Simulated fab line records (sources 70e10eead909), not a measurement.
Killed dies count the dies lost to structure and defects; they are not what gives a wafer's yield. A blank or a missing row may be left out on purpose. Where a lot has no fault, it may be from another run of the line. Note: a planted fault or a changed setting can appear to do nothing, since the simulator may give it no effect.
Matching of chambers	flow nand-harc	NHARC_A_STAIRCASE_CMP_450 on cmp-01 has 4 sister chambers
The step polishes SiO2, target thk 200 nm. 20 wafers are shown with their chamber, then 10 later ones without.

== WAFERS, EACH WITH ITS CHAMBER ==
wafer	chamber	motor-current-A (A)
L074.2	3	11.0
L074.3	1	12.3
L074.6	0	10.8
L076.1	0	11.5
L076.3	2	10.4
L076.5	1	12.5
L080.1	1	11.9
L080.2	0	11.4
L080.6	3	10.1
L084.3	1	12.1
L084.5	2	10.9
L084.6	1	12.2
L082.1	0	11.1
L082.4	1	12.6
L082.5	1	12.3
L085.1	0	11.3
L085.2	2	11.1
L085.3	3	10.8
L088.1	2	10.9
L088.2	3	11.1

SIGNATURES (averages over the wafers above)
reading	chamber 0	chamber 1	chamber 2	chamber 3	scatter within a chamber
motor-current-A	11.220	12.271	10.825	10.750	0.308
Rule: a wafer lies at a distance from a chamber equal to the root of the sum of squares, over the readings, of (its reading less the chamber's mean, divided by the reading's scatter). If the next closest chamber is less than 2 further off than the closest, the wafer can't be placed; otherwise it belongs to the closest. The scatter is the square root of a quotient: the sum, over the shown wafers, of each reading's squared deviation from its chamber's mean, divided by wafers minus chambers.

== WAFERS WITHOUT THEIR CHAMBER ==
wafer	motor-current-A (A)
L088.3	10.8
L096.1	10.9
L096.2	10.2
L096.3	11.4
L096.4	13.1
L096.5	12.5
L096.6	10.4
L095.1	11.1
L095.2	10.5
L095.3	11.0

== WHICH CHAMBER EACH ONE RAN IN ==
wafer	from the rows above	in truth
L088.3	can't be placed: 2 or 3 or 0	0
L096.1	can't be placed: 2 or 3 or 0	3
L096.2	can't be placed: 3 or 2 or 0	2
L096.3	can't be placed: 0 or 2 or 3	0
L096.4	1	1
L096.5	1	1
L096.6	can't be placed: 3 or 2 or 0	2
L095.1	can't be placed: 0 or 2 or 3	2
L095.2	can't be placed: 3 or 2 or 0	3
L095.3	can't be placed: 2 or 0 or 3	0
Correctly placed: 2 of 10. These rows do not allow placing 8 (true chamber among the candidates in 8). Wrongly placed: 0.
